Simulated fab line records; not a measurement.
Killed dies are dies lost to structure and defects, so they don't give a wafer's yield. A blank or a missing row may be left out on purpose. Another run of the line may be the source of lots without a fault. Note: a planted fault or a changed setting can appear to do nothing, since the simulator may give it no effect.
fab line records + flow n5Finfet + part 2 of 2: steps 5 to 6 of 6
record:
- lots: 22
- wafers: 66
- lastDay: 18
route steps=1938 shown PMOS_HMC_CHANNEL_EPI@74 FIN_SAQP@95 FIN_CUT@166
lots with no fault: from the same line, run without faults
startH: the number of hours between the record's first day and the start of the first shown wafer of the lot + waitH: time in hours since the lot's previous step + " as in the row above + L1.1+2: several wafers, shown together as one row + - no value present, or no start provided + * or withheld: withheld + < > ~ a bound
route shown NAME@n: NAME is a module with steps in the file, n the number in the route of the first one + usual: mean/standard deviation of fault-free wafers + same: alike in all rows + chamber/n: place in a boat + sites: the reading at each site + _std_site: standard deviation of those values + _edge_site: the outer-site mean with the inner-site mean subtracted + radiusMm: how far each site lies from the wafer's centre + mask NAME#n: copy n + behind: the last tool/chamber to shape the wafer + hold: reason for holding the lot/hours on hold/outcome of the hold + device: names the non-switching transistor (n, p or np) + end of line: tests of these same wafers at the route's end + for a step that has no rows: nothing shown but its recipe + killed: dies lost to structure and defects at the first sort, not the wafer's yield + map: dies across one wafer; x = killed, . = not, _ = none there
set.NAME: the run value of the setting; set.NAME@STEP: its run value at that earlier step + model.NAME: the simulator's own value behind a step, which no gauge read
a sample of lots followed through the steps of the route, with each step as a table and each wafer as a row
services: a tool's chamber out of use, with start hour (startH, from the record's first day; less than 0 if before it), hours out, and reason
== steps ==
step: N5_FIN_SAQP_INSPECT_40
recipe:
- inspectInstrument: brightfield
- mode: aei
usual:
- rawDefectCount: 218/64
| lot.wafer | tool             | chamber | startH | waitH | rawDefectCount |
|-----------|------------------|---------|--------|-------|----------------|
| L074.2    | defectInspect-01 | -       | 26.42  | 0.0   | 182            |
| L074.4    | "                | -       | "      | "     | 202            |
| L074.5    | "                | -       | "      | "     | 189            |
| L075.1    | defectInspect-02 | -       | 32.26  | 0.0   | 209            |
| L075.4    | "                | -       | "      | "     | 201            |
| L075.6    | "                | -       | "      | "     | 191            |
| L076.2    | defectInspect-01 | -       | 38.03  | 0.0   | 175            |
| L076.5    | "                | -       | "      | "     | 193            |
| L076.6    | "                | -       | "      | "     | 174            |
| L077.1    | defectInspect-02 | -       | 45.92  | 0.0   | 238            |
| L077.4    | "                | -       | "      | "     | 236            |
| L077.6    | "                | -       | "      | "     | 167            |
| L078.1    | defectInspect-02 | -       | 50.97  | 0.0   | 224            |
| L078.3    | "                | -       | "      | "     | 191            |
| L078.6    | "                | -       | "      | "     | 146            |
| L079.1    | defectInspect-01 | -       | 56.49  | 0.0   | 291            |
| L079.2    | "                | -       | "      | "     | 281            |
| L079.3    | "                | -       | "      | "     | 302            |
| L080.3    | defectInspect-02 | -       | 63.67  | 0.0   | 187            |
| L080.4    | "                | -       | "      | "     | 170            |
| L080.5    | "                | -       | "      | "     | 224            |
| L081.1    | defectInspect-02 | -       | 68.27  | 0.0   | 169            |
| L081.5    | "                | -       | "      | "     | 190            |
| L081.6    | "                | -       | "      | "     | 165            |
| L083.2    | defectInspect-01 | -       | 80.52  | 0.0   | 374            |
| L083.3    | "                | -       | "      | "     | 353            |
| L083.4    | "                | -       | "      | "     | 316            |
| L084.1    | defectInspect-02 | -       | 85.60  | 0.0   | 179            |
| L084.2    | "                | -       | "      | "     | 160            |
| L084.3    | "                | -       | "      | "     | 198            |
| L085.1    | defectInspect-01 | -       | 92.77  | 0.0   | 188            |
| L085.3    | "                | -       | "      | "     | 170            |
| L085.4    | "                | -       | "      | "     | 206            |
| L086.1    | defectInspect-02 | -       | 98.25  | 0.0   | 209            |
| L086.3    | "                | -       | "      | "     | 189            |
| L086.5    | "                | -       | "      | "     | 142            |
| L087.3    | defectInspect-01 | -       | 108.39 | 0.0   | 198            |
| L087.4    | "                | -       | "      | "     | 205            |
| L087.5    | "                | -       | "      | "     | 164            |
| L089.1    | defectInspect-02 | -       | 116.09 | 0.0   | 210            |
| L089.4    | "                | -       | "      | "     | 198            |
| L089.6    | "                | -       | "      | "     | 273            |
| L090.1    | defectInspect-02 | -       | 123.10 | 0.0   | 187            |
| L090.2    | "                | -       | "      | "     | 122            |
| L090.3    | "                | -       | "      | "     | 198            |
| L091.1    | defectInspect-02 | -       | 129.33 | 0.0   | 301            |
| L091.3    | "                | -       | "      | "     | 236            |
| L091.6    | "                | -       | "      | "     | 211            |
| L092.1    | defectInspect-01 | -       | 133.94 | 0.0   | 188            |
| L092.4    | "                | -       | "      | "     | 184            |
| L092.6    | "                | -       | "      | "     | 113            |
| L093.3    | defectInspect-01 | -       | 139.93 | 0.0   | 190            |
| L093.4    | "                | -       | "      | "     | 256            |
| L093.5    | "                | -       | "      | "     | 248            |
| L094.1    | defectInspect-01 | -       | 146.29 | 0.0   | 243            |
| L094.2    | "                | -       | "      | "     | 213            |
| L094.5    | "                | -       | "      | "     | 312            |
| L095.1    | defectInspect-01 | -       | 152.97 | 0.0   | 177            |
| L095.2    | "                | -       | "      | "     | 171            |
| L095.5    | "                | -       | "      | "     | 293            |
| L096.1    | defectInspect-01 | -       | 159.56 | 0.0   | 177            |
| L096.2    | "                | -       | "      | "     | 231            |
| L096.6    | "                | -       | "      | "     | 168            |
| L097.1    | defectInspect-02 | -       | 164.75 | 0.0   | 246            |
| L097.3    | "                | -       | "      | "     | 169            |
| L097.5    | "                | -       | "      | "     | 241            |
step: N5_FIN_CUT_DESCUM_13
recipe:
- chemistry: O2
- timeS: 7
- sourcePowerW: 50
- biasPowerW: 20
- pressureMtorr: 20
- rfFrequencyHz: 2.712e+07
- tempC: 40
- resist: CAR-EUV
- o2FlowSccm: 225
usual:
- biasPowerW: 20.00/0.061
- drypumpMotorCurrentA: 5.8/0.42
- o2FlowSccm: 225.0/0.7
- oesProductAu: 0.76/0.045
- rfVppV: 243.0/1.4
- showerheadPlenumPTorr: 2.09/0.072
- throttleValvePct: 20.5/0.31
| lot.wafer | tool       | chamber | startH | waitH | biasPowerW | drypumpMotorCurrentA | o2FlowSccm | oesProductAu | rfHoursCounterH | rfVppV | showerheadPlenumPTorr | throttleValvePct |
|-----------|------------|---------|--------|-------|------------|----------------------|------------|--------------|-----------------|--------|-----------------------|------------------|
| L074.2    | rieDiel-02 | 2       | 26.84  | 0.0   | 20.02      | 5.9                  | 225.7      | 0.80         | 105             | 244.0  | 2.10                  | 20.3             |
| L074.4    | "          | 3       | "      | "     | 19.99      | 5.3                  | 225.3      | 0.89         | 38              | 242.7  | 2.15                  | 20.3             |
| L074.5    | "          | 2       | "      | "     | 19.89      | 5.9                  | 225.8      | 0.80         | -               | 243.7  | 2.10                  | 20.3             |
| L075.1    | rieDiel-03 | 3       | 33.82  | 0.0   | 19.95      | 5.2                  | 224.7      | 0.79         | 110             | 242.3  | 2.01                  | 20.5             |
| L075.4    | "          | 0       | "      | "     | 20.08      | 5.4                  | 225.3      | 0.77         | 146             | 245.4  | 2.20                  | 20.8             |
| L075.6    | "          | 2       | "      | "     | 20.03      | 5.8                  | 224.8      | 0.73         | -               | 241.9  | 2.07                  | 21.0             |
| L076.2    | rieDiel-02 | 2       | 38.62  | 0.1   | 20.02      | 5.9                  | 225.4      | 0.80         | 110             | 243.0  | 2.10                  | 20.3             |
| L076.5    | "          | 1       | "      | "     | 19.98      | 5.6                  | 224.5      | 0.80         | -               | 241.9  | 2.02                  | 20.7             |
| L076.6    | "          | 2       | "      | "     | 20.08      | 5.9                  | 225.5      | 0.79         | -               | 242.2  | 2.10                  | 20.3             |
| L077.1    | rieDiel-03 | 2       | 46.36  | 0.0   | 19.92      | 5.9                  | 226.1      | 0.72         | 214             | 243.9  | 2.07                  | 21.0             |
| L077.4    | "          | 3       | "      | "     | 20.08      | 5.2                  | 226.3      | 0.78         | 114             | 241.1  | 2.01                  | 20.5             |
| L077.6    | "          | 3       | "      | "     | 20.00      | 5.2                  | 225.9      | 0.77         | -               | 241.4  | 2.01                  | 20.5             |
| L078.1    | rieDiel-03 | 1       | 51.52  | 0.0   | 20.08      | 5.1                  | 226.6      | 0.69         | 190             | 243.7  | 2.06                  | 20.8             |
| L078.3    | "          | 3       | "      | "     | 19.99      | 5.2                  | 224.5      | 0.78         | 115             | 242.9  | 2.01                  | 20.5             |
| L078.6    | "          | 0       | "      | "     | 19.99      | 5.4                  | 224.4      | 0.76         | -               | 245.3  | 2.20                  | 20.8             |
| L079.1    | rieDiel-02 | 2       | 57.04  | 0.0   | 20.06      | 5.9                  | 224.6      | 0.79         | 114             | 244.1  | 2.10                  | 20.3             |
| L079.2    | "          | 0       | "      | "     | 20.06      | 5.6                  | 225.9      | 0.68         | 220             | 244.8  | 2.16                  | 20.4             |
| L079.3    | "          | 1       | "      | "     | 19.97      | 5.6                  | 224.8      | 0.80         | 116             | 241.9  | 2.02                  | 20.7             |
| L080.3    | rieDiel-01 | 0       | 64.34  | 0.2   | 20.03      | 6.4                  | 224.7      | 0.76         | 135             | 243.1  | 2.11                  | 20.3             |
| L080.4    | "          | 1       | "      | "     | 20.13      | 5.3                  | 225.1      | 0.79         | 125             | 242.2  | 1.99                  | 20.4             |
| L080.5    | "          | 1       | "      | "     | 20.01      | 5.3                  | 224.9      | 0.78         | -               | 241.4  | 1.98                  | 20.4             |
| L081.1    | rieDiel-01 | 1       | 68.70  | 0.0   | 19.99      | 5.3                  | 225.6      | 0.78         | 126             | 241.8  | 1.99                  | 20.4             |
| L081.5    | "          | 0       | "      | "     | 19.95      | 6.4                  | 225.5      | 0.76         | -               | 242.7  | 2.11                  | 20.3             |
| L081.6    | "          | 1       | "      | "     | 19.93      | 5.3                  | 225.5      | 0.79         | -               | 242.6  | 1.99                  | 20.4             |
| L083.2    | rieDiel-01 | 1       | 80.94  | 0.0   | 20.02      | 5.3                  | 225.5      | 0.78         | 130             | 241.4  | 1.98                  | 20.4             |
| L083.3    | "          | 0       | "      | "     | 20.10      | 6.4                  | 224.5      | 0.75         | 140             | 243.7  | 2.11                  | 20.3             |
| L083.4    | "          | 3       | "      | "     | 19.90      | 6.1                  | 225.6      | 0.74         | 167             | 242.5  | 2.02                  | 21.0             |
| L084.1    | rieDiel-02 | 0       | 86.46  | 0.5   | 19.90      | 5.6                  | 225.1      | 0.68         | 228             | 243.2  | 2.16                  | 20.4             |
| L084.2    | "          | 2       | "      | "     | 20.04      | 5.9                  | 224.7      | 0.77         | 122             | 244.6  | 2.10                  | 20.3             |
| L084.3    | "          | 1       | "      | "     | 19.82      | 5.6                  | 224.9      | 0.79         | 125             | 241.9  | 2.02                  | 20.7             |
| L085.1    | rieDiel-03 | 0       | 93.22  | 0.0   | 20.03      | 5.4                  | 223.5      | 0.76         | 161             | 243.6  | 2.20                  | 20.8             |
| L085.3    | "          | 3       | "      | "     | 20.01      | 5.2                  | 223.8      | 0.78         | 126             | 240.1  | 2.01                  | 20.5             |
| L085.4    | "          | 2       | "      | "     | 19.97      | 5.9                  | 224.7      | 0.71         | 227             | 243.5  | 2.07                  | 21.0             |
| L086.1    | rieDiel-02 | 0       | 98.94  | 0.3   | 19.95      | 5.6                  | 224.5      | 0.68         | 232             | 244.2  | 2.16                  | 20.4             |
| L086.3    | "          | 3       | "      | "     | 19.98      | 5.3                  | 224.8      | 0.85         | 58              | 244.4  | 2.14                  | 20.3             |
| L086.5    | "          | 1       | "      | "     | 19.96      | 5.6                  | 224.4      | 0.79         | -               | 242.4  | 2.02                  | 20.7             |
| L087.3    | rieDiel-02 | 3       | 108.82 | 0.0   | 20.06      | 5.3                  | 226.0      | 0.84         | 61              | 243.8  | 2.14                  | 20.4             |
| L087.4    | "          | 1       | "      | "     | 20.10      | 5.6                  | 224.4      | 0.78         | 131             | 240.1  | 2.02                  | 20.7             |
| L087.5    | "          | 3       | "      | "     | 20.00      | 5.3                  | 225.4      | 0.84         | -               | 243.0  | 2.14                  | 20.3             |
| L089.1    | rieDiel-01 | 2       | 116.92 | 0.4   | 20.00      | 6.1                  | 224.5      | 0.77         | 134             | 244.5  | 2.19                  | 20.1             |
| L089.4    | "          | 1       | "      | "     | 19.96      | 5.3                  | 225.2      | 0.76         | 141             | 241.5  | 1.98                  | 20.4             |
| L089.6    | "          | 2       | "      | "     | 19.93      | 6.1                  | 226.0      | 0.76         | -               | 246.4  | 2.19                  | 20.1             |
| L090.1    | rieDiel-02 | 3       | 123.65 | 0.0   | 20.11      | 5.4                  | 224.7      | 0.85         | 67              | 242.7  | 2.14                  | 20.3             |
| L090.2    | "          | 1       | "      | "     | 19.89      | 5.6                  | 224.2      | 0.78         | 137             | 241.9  | 2.01                  | 20.7             |
| L090.3    | "          | 0       | "      | "     | 20.00      | 5.6                  | 224.1      | 0.67         | 241             | 242.8  | 2.16                  | 20.5             |
| L091.1    | rieDiel-01 | 2       | 129.89 | 0.0   | 19.98      | 6.1                  | 225.0      | 0.76         | 139             | 245.3  | 2.19                  | 20.1             |
| L091.3    | "          | 0       | "      | "     | 20.04      | 6.4                  | 225.6      | 0.75         | 155             | 243.0  | 2.10                  | 20.3             |
| L091.6    | "          | 0       | "      | "     | 20.07      | 6.4                  | 227.2      | 0.75         | -               | 243.7  | 2.10                  | 20.3             |
| L092.1    | rieDiel-01 | 3       | 134.50 | 0.0   | 20.01      | 6.0                  | 225.0      | 0.74         | 183             | 240.7  | 2.01                  | 21.1             |
| L092.4    | "          | 3       | "      | "     | 20.04      | 6.0                  | 225.6      | 0.74         | -               | 242.0  | 2.01                  | 21.1             |
| L092.6    | "          | 2       | "      | "     | 20.04      | 6.1                  | 224.1      | 0.76         | -               | 243.8  | 2.19                  | 20.1             |
| L093.3    | rieDiel-01 | 3       | 140.35 | 0.0   | 20.02      | 6.1                  | 226.0      | 0.73         | 185             | 241.3  | 2.01                  | 21.1             |
| L093.4    | "          | 0       | "      | "     | 19.99      | 6.4                  | 225.1      | 0.74         | -               | 242.1  | 2.10                  | 20.3             |
| L093.5    | "          | 3       | "      | "     | 20.04      | 6.1                  | 225.3      | 0.73         | -               | 240.8  | 2.01                  | 21.1             |
| L094.1    | rieDiel-01 | 3       | 146.84 | 0.0   | 19.92      | 6.1                  | 224.5      | 0.73         | 188             | 240.0  | 2.01                  | 21.1             |
| L094.2    | "          | 1       | "      | "     | 20.02      | 5.3                  | 224.6      | 0.76         | 145             | 241.5  | 1.98                  | 20.4             |
| L094.5    | "          | 3       | "      | "     | 19.98      | 6.1                  | 224.3      | 0.72         | -               | 241.9  | 2.01                  | 21.1             |
| L095.1    | rieDiel-01 | 0       | 153.40 | 0.0   | 20.15      | 6.4                  | 224.3      | 0.74         | 164             | 242.4  | 2.10                  | 20.3             |
| L095.2    | "          | 1       | "      | "     | 19.97      | 5.3                  | 223.7      | 0.76         | 147             | 243.3  | 1.98                  | 20.4             |
| L095.5    | "          | 1       | "      | "     | 19.96      | 5.3                  | 223.5      | 0.76         | -               | 241.4  | 1.98                  | 20.4             |
| L096.1    | rieDiel-01 | 2       | 160.11 | 0.0   | 20.06      | 6.1                  | 225.2      | 0.75         | 149             | 243.1  | 2.18                  | 20.1             |
| L096.2    | "          | 0       | "      | "     | 20.15      | 6.4                  | 225.4      | 0.72         | 166             | 242.9  | 2.10                  | 20.3             |
| L096.6    | "          | 0       | "      | "     | 20.04      | 6.4                  | 223.9      | 0.73         | -               | 243.8  | 2.10                  | 20.3             |
| L097.1    | rieDiel-01 | 1       | 165.30 | 0.0   | 20.04      | 5.3                  | 225.2      | 0.75         | 151             | 241.4  | 1.98                  | 20.4             |
| L097.3    | "          | 0       | "      | "     | 20.00      | 6.4                  | 224.0      | 0.73         | 168             | 243.7  | 2.10                  | 20.3             |
| L097.5    | "          | 0       | "      | "     | 19.90      | 6.4                  | 225.2      | 0.73         | -               | 243.3  | 2.10                  | 20.4             |
== services ==
| tool       | chamber | startH | hours | kind                         |
|------------|---------|--------|-------|------------------------------|
| rieDiel-06 | 2       | -2.23  | 8.6   | repair                       |
| rieDiel-03 | 3       | -0.79  | 4.1   | repair                       |
| rieDiel-02 | 3       | 1.24   | 2.4   | repair                       |
| rieDiel-04 | 0       | 14.81  | -     | clean                        |
| rieDiel-04 | 0       | 14.81  | -     | consumableReplace:focusRing  |
| rieDiel-04 | 0       | 14.81  | 16.2  | scheduledDown                |
| rieDiel-04 | 0       | 14.81  | 16.2  | ventCycle                    |
| rieDiel-01 | 0       | 16.69  | 6.4   | repair                       |
| rieDiel-06 | 1       | 26.36  | -     | clean                        |
| rieDiel-06 | 1       | 26.36  | -     | consumableReplace:focusRing  |
| rieDiel-06 | 1       | 26.36  | -     | consumableReplace:showerhead |
| rieDiel-06 | 1       | 26.36  | 16.9  | scheduledDown                |
| rieSi-06   | 1       | 41.83  | 4.6   | repair                       |
| rieDiel-05 | -       | 47.62  | 0.7   | repair                       |
| rieDiel-06 | 2       | 59.96  | 2.2   | repair                       |
| rieDiel-04 | 1       | 65.80  | 6.9   | repair                       |
| rieSi-05   | 0       | 91.17  | 9.4   | repair                       |
| rieDiel-03 | 3       | 101.29 | 10.9  | repair                       |
| rieDiel-01 | -       | 109.57 | 5.3   | repair                       |
| rieDiel-01 | 1       | 126.45 | 15.1  | repair                       |
| rieDiel-05 | 2       | 133.03 | 8.9   | repair                       |
| rieSi-03   | 2       | 137.33 | 9.0   | repair                       |
| rieDiel-04 | -       | 137.93 | 0.3   | repair                       |
| rieDiel-03 | 3       | 146.00 | 3.7   | repair                       |
